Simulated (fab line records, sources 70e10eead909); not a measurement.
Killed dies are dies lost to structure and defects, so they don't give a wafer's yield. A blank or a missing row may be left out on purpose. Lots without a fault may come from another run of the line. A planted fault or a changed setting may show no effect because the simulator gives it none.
fab line records | flow nand_harc
record lots=13 wafers=39 last_day=34
route steps=1302 shown A_ONON_D1@425 END@1302
lots that met no fault: from a run of the same line without faults
start_h: hours from the record's first day to the start of the lot's first wafer shown | wait_h: hours since the lot's step before | " the same as in the row above | L1.1+2: a row that stands for several wafers | - no value, or no start given | * or withheld: withheld | < > ~ a bound
route shown NAME@n: a module of which the file shows steps, and the number in the route of the first | usual: mean/standard deviation of fault-free wafers | same: alike in all rows | chamber/n: place in a boat | sites: the reading at each site | _std_site: their standard deviation | _edge_site: outer sites' mean less inner sites' | radius_mm: how far each site lies from the wafer's centre | mask NAME#n: copy n | behind: the tool/chamber that last shaped the wafer | hold: why the lot was held/for how many hours/how that ended | device: the transistor (n, p or np) that didn't switch | end of line: the same wafers' tests at the end of the route | a step without rows: its recipe alone | killed: dies lost to structure and defects at the first sort, not the wafer's yield | map: a wafer's dies, x killed, . not, _ none there
set.NAME: the setting as run; set.NAME@STEP: as run at that earlier step | model.NAME: the simulator's own value behind a step, which no gauge read
steps of the route over a sample of lots; a table a step, a row a wafer
services: from which hour (start_h, from the record's first day; less than 0 if before it) a tool's chamber was out of use, for how many hours, and why
## steps
# step NHARC_A_ONON_D1_THK_MEAS_02
# recipe thk_meas_gauge=ellipsometry
# usual thk_nm=1002/9.2
# columns lot.wafer tool chamber start_h wait_h thk_nm
L423.1 film_metro-01 - 163.69 - 1003
L423.3 " - " " 1003
L423.5 " - " " 1003
L424.1 film_metro-01 - 163.74 - 1011
L424.3 " - " " 1010
L424.4 " - " " 1012
L425.1 film_metro-01 - 178.33 - 1009
L425.4 " - " " 1009
L425.6 " - " " 1008
L434.4 film_metro-02 - 279.73 - 1004
L434.5 " - " " 1004
L434.6 " - " " 1004
L435.2 film_metro-02 - 287.04 - 986
L435.5 " - " " 984
L435.6 " - " " 985
L437.3 film_metro-02 - 307.98 - 1011
L437.4 " - " " 1011
L437.6 " - " " 1012
L438.3 film_metro-01 - 307.99 - 1018
L438.4 " - " " 1016
L438.5 " - " " 1018
L440.1 film_metro-01 - 328.62 - 1000
L440.4 " - " " 1001
L440.6 " - " " 1001
L441.3 film_metro-02 - 340.40 - 1005
L441.4 " - " " 1006
L441.5 " - " " 1004
L443.4 film_metro-01 - 369.45 - 994
L443.5 " - " " 992
L443.6 " - " " 992
L445.1 film_metro-01 - 381.61 - 994
L445.4 " - " " 992
L445.5 " - " " 992
L444.2 film_metro-01 - 381.62 - 990
L444.4 " - " " 988
L444.5 " - " " 990
L446.1 film_metro-02 - 393.99 - 1001
L446.3 " - " " 1001
L446.5 " - " " 1002
# step NHARC_A_ONON_D1_DEP_06
# recipe target_thk_a=10000 n2_flow_sccm=2750 n2o_flow_sccm=2000 nh3_flow_sccm=500 sih4_flow_sccm=210 temp_c=400
# columns lot.wafer tool chamber start_h wait_h
L423.1+3+5 pecvd_onon-04 0 164.32 0.1
L424.1+3+4 pecvd_onon-03 0 164.36 0.1
L425.1+4+6 pecvd_onon-02 0 178.95 0.1
L434.4+5+6 pecvd_onon-03 0 280.53 0.2
L435.2+5+6 pecvd_onon-02 0 287.72 0.1
L437.3+4+6 pecvd_onon-02 0 308.71 0.2
L438.3+4+5 pecvd_onon-04 0 308.73 0.2
L440.1+4+6 pecvd_onon-04 0 329.24 0.1
L441.3+4+5 pecvd_onon-03 0 341.15 0.2
L443.4+5+6 pecvd_onon-03 0 370.25 0.2
L445.1+4+5 pecvd_onon-03 0 382.23 0.1
L444.2+4+5 pecvd_onon-04 0 382.30 0.1
L446.1+3+5 pecvd_onon-03 0 394.61 0.1
# step NHARC_A_ONON_D1_THK_MEAS_08
# recipe thk_meas_gauge=ellipsometry
# usual thk_nm=1004/13
# columns lot.wafer tool chamber start_h wait_h thk_nm
L423.1 film_metro-02 - 164.83 - 1015
L423.3 " - " " 1014
L423.5 " - " " 1013
L424.1 film_metro-02 - 164.87 - 1001
L424.3 " - " " 1000
L424.4 " - " " 1001
L425.1 film_metro-02 - 179.46 - 994
L425.4 " - " " 994
L425.6 " - " " 994
L434.4 film_metro-02 - 280.87 - 979
L434.5 " - " " 982
L434.6 " - " " 982
L435.2 film_metro-02 - 288.18 - 732
L435.5 " - " " 732
L435.6 " - " " 1013
L437.3 film_metro-01 - 309.11 - 1010
L437.4 " - " " 727
L437.6 " - " " 1009
L438.3 film_metro-02 - 309.13 - 982
L438.4 " - " " 981
L438.5 " - " " 980
L440.1 film_metro-02 - 329.75 - 991
L440.4 " - " " 989
L440.6 " - " " 992
L441.3 film_metro-02 - 341.54 - 1001
L441.4 " - " " 1002
L441.5 " - " " 1003
L443.4 film_metro-01 - 370.59 - 1002
L443.5 " - " " 1003
L443.6 " - " " 1003
L445.1 film_metro-01 - 382.74 - 1003
L445.4 " - " " 1002
L445.5 " - " " 1004
L444.2 film_metro-01 - 382.75 - 1023
L444.4 " - " " 1021
L444.5 " - " " 1022
L446.1 film_metro-01 - 395.12 - 987
L446.3 " - " " 987
L446.5 " - " " 986
# step NHARC_END_SORT_01
# recipe temp_c=25
# usual killed_at_array=56/19 killed_at_other=1.0/1.3 killed_at_periphery=3.8/2.2 killed_dies=61/19 killed_open=3.1/1.9 killed_short=2.3/1.5
# same gross_dies=677
# columns lot.wafer tool chamber start_h wait_h killed_at_array killed_at_other killed_at_periphery killed_dies killed_open killed_short
L435.2 prober-01 0 681.76 2.8 673 1 3 677 2 3
L435.5 prober-01 0 684.19 3.7 672 1 4 677 2 2
L435.6 prober-01 0 685.00 4.0 15 0 4 19 4 2
L437.3 prober-01 0 705.91 3.1 50 3 3 56 2 2
L437.4 prober-01 0 706.71 3.4 675 1 1 677 4 1
L437.6 prober-01 0 708.32 4.0 46 2 6 54 0 2
L438.3 prober-02 0 713.28 3.1 55 0 1 56 3 3
L438.4 prober-02 0 714.09 3.4 50 0 2 52 4 3
L438.5 prober-02 0 714.90 3.7 45 1 2 48 3 2
L440.1 prober-01 0 740.40 2.5 49 0 3 52 2 4
L440.4 prober-01 0 742.81 3.4 57 0 6 63 7 1
L440.6 prober-01 0 744.41 4.0 67 0 6 73 6 1
# killed by level:class
L435.2 A_ONON_D1:area_dep=649 A_CHANNEL_HOLE_D1:chamber_film_flake=7 P_CONTACT:chamber_film_flake=3 A_STAIRCASE:chamber_film_flake=3 A_SLIT:chamber_film_flake=3 A_WL_FILL:chamber_film_flake=2 A_CONTACT:chamber_film_flake=2 A_CHANNEL_FILL_D1:geometric_particle:open=1
L435.5 A_ONON_D1:area_dep=649 A_CHANNEL_HOLE_D1:chamber_film_flake=11 A_BLC:chamber_film_flake=4 P_CONTACT:chamber_film_flake=3 A_WL_FILL:chamber_film_flake=2 A_CONTACT:chamber_film_flake=2 P_CONTACT:geometric_particle:short=1 A_SOURCE_PLATE:geometric_particle:open=1
L435.6 A_CHANNEL_HOLE_D1:chamber_film_flake=6 P_STI:chamber_film_flake=2 A_STAIRCASE:chamber_film_flake=2 P_GATE:geometric_particle:open=1 P_M2:geometric_particle:open=1 A_DECK1_JOINT:geometric_particle:short=1 A_CONTACT:geometric_particle:open=1 A_BLC:geometric_particle:short=1
L437.3 A_CHANNEL_HOLE_D1:chamber_film_flake=31 A_SLIT:chamber_film_flake=7 A_CONTACT:chamber_film_flake=5 THIN_TSV:chamber_film_flake=2 A_WL_FILL:chamber_film_flake=2 A_BONDPAD:chamber_film_flake=2 P_M0:geometric_particle:open=1 P_M0:geometric_particle:short=1
L437.4 A_ONON_D1:area_dep=637 A_CHANNEL_HOLE_D1:chamber_film_flake=25 A_STAIRCASE:chamber_film_flake=3 A_SLIT:chamber_film_flake=2 A_CONTACT:chamber_film_flake=2 P_GATE:geometric_particle:open=1 A_ONON_D1:geometric_particle:open=1 A_ONON_D2:geometric_particle:open=1
L437.6 A_CHANNEL_HOLE_D1:chamber_film_flake=34 P_STI:chamber_film_flake=5 A_SLIT:chamber_film_flake=4 A_CONTACT:chamber_film_flake=3 A_STAIRCASE:chamber_film_flake=2 A_SGD_CUT:geometric_particle:short=1 STARTING-WAFER:geometric_particle:short=1 P_GATE:chamber_film_flake=1
L438.3 A_SLIT:chamber_film_flake=27 A_CHANNEL_HOLE_D1:chamber_film_flake=8 A_CONTACT:chamber_film_flake=6 A_STAIRCASE:chamber_film_flake=4 A_BONDPAD:chamber_film_flake=2 A_SOURCE_PLATE:geometric_particle:open=1 A_CHANNEL_FILL_D1:geometric_particle:open=1 A_DECK1_JOINT:geometric_particle:short=1
L438.4 A_SLIT:chamber_film_flake=29 A_CHANNEL_HOLE_D1:chamber_film_flake=8 A_CONTACT:chamber_film_flake=5 A_BLC:geometric_particle:open=2 A_STAIRCASE:chamber_film_flake=2 P_CONTACT:geometric_particle:short=1 A_DECK1_JOINT:geometric_particle:open=1 A_CHANNEL_HOLE_D2:geometric_particle:open=1
L438.5 A_SLIT:chamber_film_flake=31 A_CONTACT:chamber_film_flake=5 A_CHANNEL_HOLE_D1:chamber_film_flake=3 A_STAIRCASE:chamber_film_flake=3 A_CHANNEL_FILL_D2:geometric_particle:short=2 P_CONTACT:geometric_particle:open=1 A_M1:geometric_particle:open=1 STARTING-WAFER:geometric_particle:open=1
L440.1 A_CHANNEL_HOLE_D2:chamber_film_flake=20 A_CHANNEL_HOLE_D1:chamber_film_flake=10 A_STAIRCASE:chamber_film_flake=6 A_SLIT:chamber_film_flake=5 A_WL_FILL:geometric_particle:short=2 P_ZERO_WELL:chamber_film_flake=2 A_CONTACT:chamber_film_flake=2 P_GATE:geometric_particle:short=1
L440.4 A_CHANNEL_HOLE_D2:chamber_film_flake=23 A_STAIRCASE:chamber_film_flake=8 A_SLIT:chamber_film_flake=7 A_CHANNEL_HOLE_D1:chamber_film_flake=6 P_M0:geometric_particle:open=4 A_SGD_CUT:chamber_film_flake=4 A_CONTACT:chamber_film_flake=3 P_ZERO_WELL:chamber_film_flake=2
L440.6 A_CHANNEL_HOLE_D2:chamber_film_flake=26 A_STAIRCASE:chamber_film_flake=10 A_CHANNEL_HOLE_D1:chamber_film_flake=8 A_SLIT:chamber_film_flake=8 P_ZERO_WELL:chamber_film_flake=6 A_CONTACT:chamber_film_flake=6 A_M0:geometric_particle:open=2 A_ZERO_WELL:chamber_film_flake=2
## services
# columns tool chamber start_h hours kind
pecvd_onon-02 - 185.09 13.0 pm
pecvd_onon-03 - 227.00 13.0 pm
pecvd_onon-04 - 311.46 13.0 pm
pecvd_onon-02 - 366.09 13.0 pm
## key
first_sign step=NHARC_A_ONON_D1_THK_MEAS_08 reading=thk_nm direction=down sigmas=21 usual=1004 struck=730
effect step=NHARC_END_SORT_01 reading=killed_at_array direction=up sigmas=33 usual=56 struck=673
more_kills_born_at NHARC_A_ONON_D1_DEP_06@pecvd_onon-02=1935
met_at NHARC_A_ONON_D1_DEP_06
struck_lots L435,L437
struck_wafers L435.2,L435.5,L437.4
later_rows_left_out L435.2,L435.5,L437.4
tester_left_out L435,L437
not_acting_at NHARC_A_ONON_D1_THK_MEAS_02
onset_between 178.95 287.72
fault kind=process_parameter_drift tool=pecvd_onon-02 chamber=- onset_h=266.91 steps=NHARC_A_ONON_D1_DEP_06 channel=target_thk_a offset=* shape=step end_h=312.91 scope=struck_wafers_only acts_in=* stated=*
# tester_left_out: of these lots the tester's yield and bins aren't shown, on N5 and GAA mostly nor the transistor test; their killed dies are dies lost to structure and defects alone, not to doping, threshold or leakage, so they don't give the yield
# later_rows_left_out: the simulator's readings of these wafers behind a module that went badly wrong aren't trusted and aren't shown, but for the sort
